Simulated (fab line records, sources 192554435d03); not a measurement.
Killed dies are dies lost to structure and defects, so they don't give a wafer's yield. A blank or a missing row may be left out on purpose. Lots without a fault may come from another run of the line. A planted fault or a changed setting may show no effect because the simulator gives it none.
fab line records | flow n5_finfet
record lots=5 wafers=15 last_day=18
route steps=1938 shown BEOL_M1@810 BEOL_M2@841 PASSIVATION@1936
lots that met no fault: from a run of the same line without faults
start_h: hours from the record's first day to the start of the lot's first wafer shown | wait_h: hours since the lot's step before | " the same as in the row above | L1.1+2: a row that stands for several wafers | - no value, or no start given | * or withheld: withheld | < > ~ a bound
route shown NAME@n: a module of which the file shows steps, and the number in the route of the first | usual: mean/standard deviation of fault-free wafers | same: alike in all rows | chamber/n: place in a boat | sites: the reading at each site | _std_site: their standard deviation | _edge_site: outer sites' mean less inner sites' | radius_mm: how far each site lies from the wafer's centre | mask NAME#n: copy n | behind: the tool/chamber that last shaped the wafer | hold: why the lot was held/for how many hours/how that ended | device: the transistor (n, p or np) that didn't switch | end of line: the same wafers' tests at the end of the route | a step without rows: its recipe alone | killed: dies lost to structure and defects at the first sort, not the wafer's yield | map: a wafer's dies, x killed, . not, _ none there
set.NAME: the setting as run; set.NAME@STEP: as run at that earlier step | model.NAME: the simulator's own value behind a step, which no gauge read
lots at some steps of the route; a table a step, a row a wafer
services: from which hour (start_h, from the record's first day; less than 0 if before it) a tool's chamber was out of use, for how many hours, and why
## steps
# step N5_BEOL_M1_PRE_CLEAN_45
# recipe gas=H2/He time_s=30 temp_c=250
# step N5_BEOL_M1_ALD_84
# recipe material=TaN target_thk_a=* temp_c=275 ald_precursor_family=PDMAT ald_co_reactant=NH3 pressure_torr=3 carrier_flow_sccm=1500 pulse_time_s=2 purge_time_s=3 co_reactant_purge_time_s=2 co_reactant_pulse_time_s=3 ald_cycles=30 precursor_vessel_temp_c=75 precursor_vessel_pressure_torr=26.25 precursor_vessel_carrier_sccm=1000
# step N5_BEOL_M1_SURFACE_TREAT_85
# recipe gas=Ar time_s=* ion_energy_ev=* ion_current_ma_cm2=0.5 pressure_mtorr=* ar_flow_sccm=30
# usual throttle_valve_pct=*
# columns lot.wafer tool chamber start_h wait_h throttle_valve_pct
L492.2 pvd_sputter-03 - 132.14 0.2 *
L492.3 " - " " *
L492.4 " - " " *
L496.1 pvd_sputter-01 - 166.41 0.1 *
L496.2 " - " " *
L496.4 " - " " *
L498.1 pvd_sputter-03 - 170.78 0.2 *
L498.3 " - " " *
L498.4 " - " " *
L500.1 pvd_sputter-02 - 185.09 0.2 *
L500.3 " - " " *
L500.4 " - " " *
L506.3 pvd_sputter-01 - 239.88 0.2 *
L506.4 " - " " *
L506.5 " - " " *
# step N5_BEOL_M1_CVD_47
# recipe material=Co target_thk_a=30 temp_c=withheld precursor=CCTBA/H2 pressure_torr=30 time_s=223.8
# step N5_BEOL_M1_SPUTTER_48
# recipe material=Cu target_thk_a=45 temp_c=-20 chamber_pressure_pa=0.07 power_w=withheld time_s=8.29
# step N5_BEOL_M1_ANNEAL_49
# recipe temp_c=400 time_s=240 ambient=vacuum
# usual heater_power_w=783/97
# columns lot.wafer tool chamber start_h wait_h heater_power_w
L492.2 pvd_sputter-01 - 132.67 0.0 757
L492.3 " - " " 738
L492.4 " - " " 886
L496.1 pvd_sputter-02 - 166.71 0.0 715
L496.2 " - " " 800
L496.4 " - " " 752
L498.1 pvd_sputter-02 - 171.08 0.0 891
L498.3 " - " " 760
L498.4 " - " " 786
L500.1 pvd_sputter-01 - 185.47 0.0 867
L500.3 " - " " 778
L500.4 " - " " 718
L506.3 pvd_sputter-01 - 240.36 0.0 883
L506.4 " - " " 748
L506.5 " - " " 740
# step N5_BEOL_M1_SPUTTER_79
# recipe material=Cu target_thk_a=45 temp_c=-20 chamber_pressure_pa=0.07 power_w=withheld time_s=8.29
# step N5_BEOL_M1_ANNEAL_80
# recipe temp_c=400 time_s=240 ambient=vacuum
# step N5_BEOL_M1_SPUTTER_81
# recipe material=Cu target_thk_a=45 temp_c=-20 chamber_pressure_pa=0.07 power_w=withheld time_s=8.29
# step N5_BEOL_M1_ANNEAL_82
# recipe temp_c=400 time_s=240 ambient=vacuum
# step N5_BEOL_M1_SPUTTER_86
# recipe material=Cu target_thk_a=45 temp_c=-20 chamber_pressure_pa=0.07 power_w=withheld time_s=8.29
# step N5_BEOL_M1_ANNEAL_87
# recipe temp_c=400 time_s=240 ambient=vacuum
# step N5_BEOL_M1_SPUTTER_88
# recipe material=Cu target_thk_a=45 temp_c=-20 chamber_pressure_pa=0.07 power_w=withheld time_s=8.29
# usual chuck_sensor_temp_C=-16.2/0.56 substrate_temp_c=-20.00/0.11 throttle_valve_pct=30.3/1.5
# columns lot.wafer tool chamber start_h wait_h chuck_sensor_temp_C substrate_temp_c throttle_valve_pct
L492.2 pvd_sputter-01 - 133.47 0.1 -16.2 -19.91 29.5
L492.3 " - " " -15.6 -20.12 28.4
L492.4 " - " " -16.9 -19.95 32.7
L496.1 pvd_sputter-02 - 167.51 0.1 -16.4 -20.06 32.5
L496.2 " - " " -15.9 -20.08 29.5
L496.4 " - " " -17.6 -20.15 29.3
L498.1 pvd_sputter-02 - 171.88 0.1 -16.0 -19.85 29.3
L498.3 " - " " -17.3 -20.02 29.3
L498.4 " - " " -15.9 -20.02 29.3
L500.1 pvd_sputter-01 - 186.27 0.1 -16.9 -20.16 32.7
L500.3 " - " " -16.0 -20.06 29.9
L500.4 " - " " -16.0 -19.98 29.3
L506.3 pvd_sputter-01 - 241.16 0.1 -17.0 -19.93 33.0
L506.4 " - " " -15.8 -20.11 28.3
L506.5 " - " " -15.7 -19.92 28.5
# step N5_BEOL_M1_ANNEAL_89
# recipe temp_c=400 time_s=240 ambient=vacuum
# step N5_BEOL_M1_SPUTTER_90
# recipe material=Cu target_thk_a=45 temp_c=-20 chamber_pressure_pa=0.07 power_w=withheld time_s=8.29
# usual chuck_sensor_temp_C=-16.2/0.56 substrate_temp_c=-20.00/0.11 throttle_valve_pct=30.3/1.5
# columns lot.wafer tool chamber start_h wait_h chuck_sensor_temp_C substrate_temp_c throttle_valve_pct
L492.2 pvd_sputter-01 - 133.69 0.1 -16.1 -19.92 29.8
L492.3 " - " " -15.6 -20.09 28.5
L492.4 " - " " -16.8 -19.91 32.5
L496.1 pvd_sputter-02 - 167.73 0.1 -16.7 -20.00 32.3
L496.2 " - " " -16.0 -20.04 29.7
L496.4 " - " " -17.4 -19.98 29.3
L498.1 pvd_sputter-02 - 172.10 0.1 -16.4 -19.98 29.2
L498.3 " - " " -17.4 -19.99 29.0
L498.4 " - " " -16.1 -20.00 29.6
L500.1 pvd_sputter-01 - 186.49 0.1 -17.1 -19.91 33.1
L500.3 " - " " -16.2 -19.76 30.1
L500.4 " - " " -16.2 -19.98 29.3
L506.3 pvd_sputter-01 - 241.38 0.1 -16.8 -20.11 32.6
L506.4 " - " " -15.8 -19.88 28.4
L506.5 " - " " -15.6 -19.88 28.4
# step N5_BEOL_M1_ANNEAL_91
# recipe temp_c=400 time_s=240 ambient=vacuum
# step N5_BEOL_M1_SPUTTER_92
# recipe material=Cu target_thk_a=45 temp_c=-20 chamber_pressure_pa=0.07 power_w=withheld time_s=8.29
# step N5_BEOL_M1_ANNEAL_93
# recipe temp_c=400 time_s=240 ambient=vacuum
# step N5_BEOL_M1_SPUTTER_94
# recipe material=Cu target_thk_a=45 temp_c=-20 chamber_pressure_pa=0.07 power_w=withheld time_s=8.29
# step N5_BEOL_M1_ANNEAL_95
# recipe temp_c=400 time_s=240 ambient=vacuum
# step N5_BEOL_M1_SPUTTER_96
# recipe material=Cu target_thk_a=45 temp_c=-20 chamber_pressure_pa=0.07 power_w=withheld time_s=8.29
# step N5_BEOL_M1_ECD_50
# recipe material=Cu target_thk_a=3000
# step N5_BEOL_M1_ANNEAL_51
# recipe temp_c=225 time_s=90 ambient=N2
# step N5_BEOL_M1_CMP_52
# recipe stop_on=SiOC t_overpolish_s=6.8 down_force_psi=1 platen_rpm=50 clearing_platen_down_force_psi=1.5 clearing_platen_rpm=50 post_cmp_clean=cu_alkaline target_thk_nm=40 clearing_platen_pad_velocity_m_s=0.99484 pad_velocity_m_s=0.99484
# step N5_BEOL_M1_PRE_CLEAN_60
# recipe gas=NH3/H2 time_s=15 temp_c=* rf_power_w=300
# step N5_BEOL_M1_CO_CAP_55
# recipe material=Co target_thk_a=20 temp_c=200 precursor=CCTBA/H2 pressure_torr=30 time_s=102.1
# step N5_BEOL_M1_PRE_CLEAN_56
# recipe gas=NH3 time_s=15 temp_c=withheld rf_power_w=300
# step N5_BEOL_M1_DEP_57
# recipe material=SiCN target_thk_a=80 temp_c=withheld precursor=3MS/NH3 pressure_torr=3 rf_w=202 time_s=14
# step N5_BEOL_M1_RS_MEAS_58
# recipe thk_meas_gauge=four-point-probe reads=Co_of_BEOL_M1_CO_CAP_55+Cu_of_BEOL_M1_ECD_50+Co_of_BEOL_M1_CVD_47+TaN_of_BEOL_M1_ALD_84
# usual M1_RS=0.667/0.03
# columns lot.wafer tool chamber start_h wait_h M1_RS[ohm/sq]
L492.2 film_metro-01 - 135.61 0.1 0.693
L492.3 " - " " 0.643
L492.4 " - " " 0.650
L496.1 film_metro-01 - 169.45 0.0 0.653
L496.2 " - " " 0.628
L496.4 " - " " 0.640
L498.1 film_metro-02 - 173.80 0.0 0.674
L498.3 " - " " 0.672
L498.4 " - " " 0.663
L500.1 film_metro-02 - 188.19 0.0 0.643
L500.3 " - " " 0.674
L500.4 " - " " 0.630
L506.3 film_metro-02 - 243.09 0.1 0.651
L506.4 " - " " 0.671
L506.5 " - " " 0.717
# step N5_BEOL_M2_ILD_DEP_00
# recipe material=SiOC target_thk_a=790 temp_c=350 precursor=DEMS/O2 pressure_torr=5 rf_w=500 time_s=15.3
# usual heater_power_w=504/72 rf_fwd_power_W=493/3.7 showerhead_plenum_p_Torr=5.700/0.013 throttle_valve_pct=11.9/0.72
# columns lot.wafer tool chamber start_h wait_h heater_power_w rf_fwd_power_W showerhead_plenum_p_Torr throttle_valve_pct
L492.2 pecvd-03 1 135.68 0.0 571 492 5.692 11.7
L492.3 " 2 " " 478 495 5.689 11.1
L492.4 " 2 " " 478 497 5.691 11.4
L496.1 pecvd-04 1 169.51 0.0 568 495 5.733 11.2
L496.2 " 2 " " 492 490 5.705 12.5
L496.4 " 2 " " 474 490 5.699 12.5
L498.1 pecvd-04 0 173.87 0.0 458 497 5.694 12.5
L498.3 " 1 " " 549 496 5.716 11.4
L498.4 " 0 " " 469 497 5.703 12.4
L500.1 pecvd-04 2 188.26 0.0 437 486 5.725 12.6
L500.3 " 1 " " 550 496 5.712 11.0
L500.4 " 0 " " 427 494 5.705 12.6
L506.3 pecvd-04 2 243.15 0.0 451 490 5.712 11.3
L506.4 " 1 " " 462 497 5.695 11.3
L506.5 " 0 " " 466 495 5.702 12.3
# step N5_BEOL_M2_THK_MEAS_01
# recipe reads=SiOC_of_BEOL_M2_ILD_DEP_00
# usual M2_ILD_THK=79.2/0.91
# columns lot.wafer tool chamber start_h wait_h M2_ILD_THK[nm]
L492.2 film_metro-02 - 135.74 0.1 79.7
L492.3 " - " " 79.8
L492.4 " - " " 81.0
L496.1 film_metro-01 - 169.58 0.0 79.2
L496.2 " - " " 79.3
L496.4 " - " " 80.1
L498.1 film_metro-01 - 173.93 0.0 78.1
L498.3 " - " " 79.2
L498.4 " - " " 79.7
L500.1 film_metro-01 - 188.32 0.0 78.6
L500.3 " - " " 78.1
L500.4 " - " " 79.1
L506.3 film_metro-02 - 243.22 0.1 79.8
L506.4 " - " " 79.8
L506.5 " - " " 79.9
# step N5_BEOL_M2_PECVD_72
# recipe material=SiO2 target_thk_a=160 temp_c=400 precursor=TEOS/O2 pressure_torr=5.5 rf_w=450 teos_flow_sccm=53.8 gas=O2 flow_sccm=3000 time_s=18
# step N5_BEOL_M2_HM_DEP_02
# recipe material=TiN target_thk_a=200 temp_c=25 chamber_pressure_pa=0.49996
# usual substrate_temp_c=24.98/0.1 throttle_valve_pct=30.3/1.5
# columns lot.wafer tool chamber start_h wait_h substrate_temp_c throttle_valve_pct
L492.2 pvd_sputter-02 - 137.60 1.8 24.76 32.5
L492.3 " - " " 25.00 29.2
L492.4 " - " " 24.97 29.3
L496.1 pvd_sputter-02 - 170.29 0.7 25.02 29.4
L496.2 " - " " 25.18 29.4
L496.4 " - " " 25.14 32.5
L498.1 pvd_sputter-01 - 175.67 1.7 24.98 27.9
L498.3 " - " " 24.95 29.9
L498.4 " - " " 24.99 32.8
L500.1 pvd_sputter-02 - 189.98 1.6 24.90 29.6
L500.3 " - " " 25.11 29.5
L500.4 " - " " 25.19 29.3
L506.3 pvd_sputter-01 - 243.62 0.3 24.91 32.6
L506.4 " - " " 24.98 29.8
L506.5 " - " " 24.98 29.9
# step N5_BEOL_M2_COAT_61
# recipe resist=SOC temp_c=250 time_s=60 spin_rpm=1500 resist_thk_nm=60
# step N5_BEOL_M2_COAT_62
# recipe resist=SiARC temp_c=220 time_s=60 spin_rpm=1500 resist_thk_nm=12
# step N5_BEOL_M2_COAT_73
# recipe resist=underlayer temp_c=205 time_s=60 spin_rpm=1500 resist_thk_nm=5
# step N5_BEOL_M2_COAT_05
# recipe resist=CAR-EUV spin_rpm=1500 resist_thk_nm=30
# step N5_BEOL_M2_EBR_07
# recipe solvent=PGMEA ebr_width_mm=1.5
# step N5_BEOL_M2_SOFTBAKE_06
# recipe temp_c=110 time_s=60 resist=CAR-EUV
# step N5_BEOL_M2_EXPOSE_08
# recipe mask_id=M2 na=0.33 source_shape=dipole sigma_inner=0.369 sigma_outer=0.767 polarization=unpolarized dose_mj=41.25
# step N5_PASSIVATION_PROBE_49
# usual defect_limited_yield=90.9/1.3 killed_at_M0_to_M3=36/11 killed_at_M4_up=13/5.1 killed_at_contacts=14/4.9 killed_at_front_end=41/10 killed_at_other=3.4/2.6 killed_dies=107/16 killed_on_rim=14/4 killed_open=70/11 killed_short=36/7.8 sort_bin_5_function=5.4/0.84 sort_bin_6_memory=3.4/0.67 sort_n_pass=1073/16 sort_yield_pct=90.9/1.3
# same gross_dies=1180 killed_at_back_side=0 sort_bin_4_leakage[%]=0 sort_bin_8_speed[%]=0
# columns lot.wafer tool chamber start_h wait_h defect_limited_yield[%] killed_at_M0_to_M3 killed_at_M4_up killed_at_contacts killed_at_front_end killed_at_other killed_dies killed_on_rim killed_open killed_short sort_bin_5_function[%] sort_bin_6_memory[%] sort_n_pass sort_yield_pct[%]
L492.2 prober-01 - 312.83 0.1 90.2 43 10 22 38 3 116 16 77 36 6.1 3.3 1064 90.2
L492.3 prober-01 - 312.88 0.1 90.3 56 7 12 35 4 114 9 66 46 5.4 4.0 1066 90.3
L492.4 prober-01 - 312.93 0.2 91.2 39 10 20 32 3 104 14 73 28 4.9 3.5 1076 91.2
L496.1 prober-02 - 334.68 0.0 90.2 38 8 14 48 8 116 15 64 44 5.6 3.3 1064 90.2
L496.2 prober-02 - 334.73 0.1 90.2 29 13 20 50 4 116 17 78 38 6.0 3.8 1064 90.2
L496.4 prober-02 - 334.83 0.2 91.6 31 10 13 42 3 99 13 65 34 4.5 3.5 1081 91.6
L506.3 prober-02 - 423.84 0.1 86.1 103 9 10 36 6 164 27 63 32 7.7 4.2 1016 86.1
L506.4 prober-02 - 423.89 0.2 92.0 24 13 10 39 8 94 13 61 32 4.4 3.2 1086 92.0
L506.5 prober-02 - 423.94 0.2 90.9 43 9 13 39 3 107 16 69 36 5.0 3.7 1073 90.9
# killed by level:class
L492.2 MOL_CONTACT_COAG:geometric_particle:open=20 STI_FIN_REVEAL:geometric_particle:open=16 BEOL_M3:geometric_particle:open=10 BEOL_M0_SAQP:geometric_particle:short=9 FIN_SAQP:geometric_particle:open=6 BEOL_M1:geometric_particle:open=6 STARTING-WAFER:geometric_particle:short=5 BEOL_M2:geometric_particle:open=4
L492.3 BEOL_M3:geometric_particle:short=13 BEOL_M3:geometric_particle:open=13 STI_FIN_REVEAL:geometric_particle:open=10 MOL_CONTACT_COAG:geometric_particle:open=10 BEOL_M0_SAQP:geometric_particle:short=9 BEOL_M2:geometric_particle:open=7 FIN_SAQP:geometric_particle:short=6 BEOL_M0_SAQP:geometric_particle:open=5
L492.4 MOL_CONTACT_COAG:geometric_particle:open=18 BEOL_M3:geometric_particle:open=18 STI_FIN_REVEAL:geometric_particle:open=12 BEOL_M3:geometric_particle:short=7 DUMMY_GATE:geometric_particle:open=5 FIN_SAQP:geometric_particle:short=4 BEOL_M2:geometric_particle:open=4 BEOL_M0_SAQP:geometric_particle:short=3
L496.1 STI_FIN_REVEAL:geometric_particle:open=19 BEOL_M0_SAQP:geometric_particle:short=12 MOL_CONTACT_COAG:geometric_particle:open=9 BEOL_M0_SAQP:geometric_particle:open=9 HKMG_FIN:area_etch=8 BEOL_M3:geometric_particle:open=7 GATE_CUT:geometric_particle:short=5 MOL_CONTACT_COAG:geometric_particle:short=5
L496.2 FIN_SAQP:geometric_particle:open=19 FIN_SAQP:geometric_particle:short=14 MOL_CONTACT_COAG:geometric_particle:open=14 STI_FIN_REVEAL:geometric_particle:open=7 BEOL_M0_SAQP:geometric_particle:short=7 BEOL_M3:geometric_particle:open=7 MOL_CONTACT_COAG:geometric_particle:short=6 BEOL_M0_SAQP:geometric_particle:open=6
L496.4 MOL_CONTACT_COAG:geometric_particle:open=12 FIN_SAQP:geometric_particle:open=9 FIN_SAQP:geometric_particle:short=9 DUMMY_GATE:geometric_particle:open=8 BEOL_M0_SAQP:geometric_particle:short=7 STI_FIN_REVEAL:geometric_particle:open=6 BEOL_M0_SAQP:geometric_particle:open=4 BEOL_M1:geometric_particle:open=4
L506.3 BEOL_M1:unspecified=64 BEOL_M0_SAQP:geometric_particle:short=12 BEOL_M0_SAQP:geometric_particle:open=12 STI_FIN_REVEAL:geometric_particle:open=11 MOL_CONTACT_COAG:geometric_particle:open=10 FIN_SAQP:geometric_particle:open=5 FIN_SAQP:geometric_particle:short=4 BEOL_M0:geometric_particle:open=4
L506.4 STI_FIN_REVEAL:geometric_particle:open=8 MOL_CONTACT_COAG:geometric_particle:open=8 FIN_SAQP:geometric_particle:open=7 BEOL_M0_SAQP:geometric_particle:open=6 BEOL_M0_SAQP:geometric_particle:short=6 BEOL_M2:geometric_particle:open=5 SPACER0:geometric_particle:short=4 GATE_CUT:geometric_particle:short=4
L506.5 BEOL_M0_SAQP:geometric_particle:short=13 MOL_CONTACT_COAG:geometric_particle:open=12 STI_FIN_REVEAL:geometric_particle:open=11 BEOL_M2:geometric_particle:open=10 BEOL_M0_SAQP:geometric_particle:open=7 GATE_CUT:geometric_particle:short=6 STI_FIN_REVEAL:geometric_particle:short=4 BEOL_M1:geometric_particle:open=4
# map L506.3 (x killed, . not)
_________________...........x________________
______________......x..........._____________
___________........................__________
__________..........x..x............_________
________..........x.........xxx.....x._______
_______................................______
______....x....x........x....x..xx....xx_____
_____....x..................x....xx......____
____..........x.x........x..............x.___
___..x..............x...x.............xx...__
___...........x......x.............x.x.xxxx__
__........x....x......x.........x....x.x.xxx_
__.....................x......x.....x...xxxx_
_.....x............................xxxxxxxxxx
_........................x.x.......xxxxxxxxxx
_..............x.....x.x.x............xxxxxxx
_..................................x..xxxxxxx
_.x....................x..............xxxxxxx
_........xx........x....................xxxxx
_.............x...............x........x.xx..
_x.....x................x..........x..x..x...
__..x.x...........x.....................x..._
__xx................x.x....................._
___..........x............x..x...........x.__
___........x...........x........x.x.....x..__
____...x.........x........................___
_____......x......................x......____
______................x................._____
_______....x...........x..............x______
________.......xx..............x......_______
__________....x......xx......x......_________
___________...............x....x..x__________
______________.................x_____________
_________________x...x.xx....________________
# map L492.2 (x killed, . not)
_________________....x.......________________
______________x.x...........x..._____________
___________........x........x......__________
__________........x.x.........x....._________
________.....x........x..............._______
_______x..............x................______
______...xx........x...........x........_____
_____.x....................x........xx...____
____...x.....xx..x.xx.x.....x.............___
___........................................__
___..x..x..................x...............__
__.......x............x....................._
__..........xx................x............._
_.....x.........xx..........x.........x....x.
_..x............x...........................x
_........................x.x.................
_.......x...................xx...xx.xx.x..x..
_...x..x.x......x..........................x.
_....x..x.xx..x......x....x..........xx......
_x......................................xx...
_.x...............x.................x........
__....x................x........x......x...._
__.xx..................x..............x....._
___.....x......x...............x...........__
___.....x..x.....x...xx.................x..__
____x.x.........x....x....................___
_____....xx................x.............____
______......................x......x...x_____
_______......x......x..................______
________.....................x......x._______
__________.......x.....x........x..._________
___________.............x...x...x..__________
______________.........x........_____________
_________________.x..........________________
## services
# columns tool chamber start_h hours kind
pvd_sputter-01 - 112.49 2.9 repair
pecvd-04 2 113.73 4.0 repair
pecvd-03 - 178.18 2.7 repair
pecvd-04 2 202.38 - clean
pecvd-04 2 202.38 - consumable_replace:showerhead
pecvd-04 2 202.38 29.0 scheduled_down
pecvd-04 2 202.38 29.0 vent_cycle
pecvd-04 0 212.20 5.5 scheduled_down
pecvd-04 1 224.13 2.1 scheduled_down
## key
first_sign step=N5_PASSIVATION_PROBE_49 reading=killed_at_M0_to_M3 direction=up sigmas=5.8 usual=36 struck=103
effect step=N5_PASSIVATION_PROBE_49 reading=defect_limited_yield direction=down sigmas=3.6 usual=90.9 struck=86.1
more_kills_born_at N5_BEOL_M1_SPUTTER_88@pvd_sputter-01=64
met_at N5_BEOL_M1_SPUTTER_88
struck_wafers L506.3
onset_between 186.27 241.16
fault kind=chamber_particle_source tool=pvd_sputter-01 chamber=- onset_h=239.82 steps=N5_BEOL_M1_SPUTTER_88 rate_per_visit_cm2=0.42081 end_h=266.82 scope=struck_wafers_only
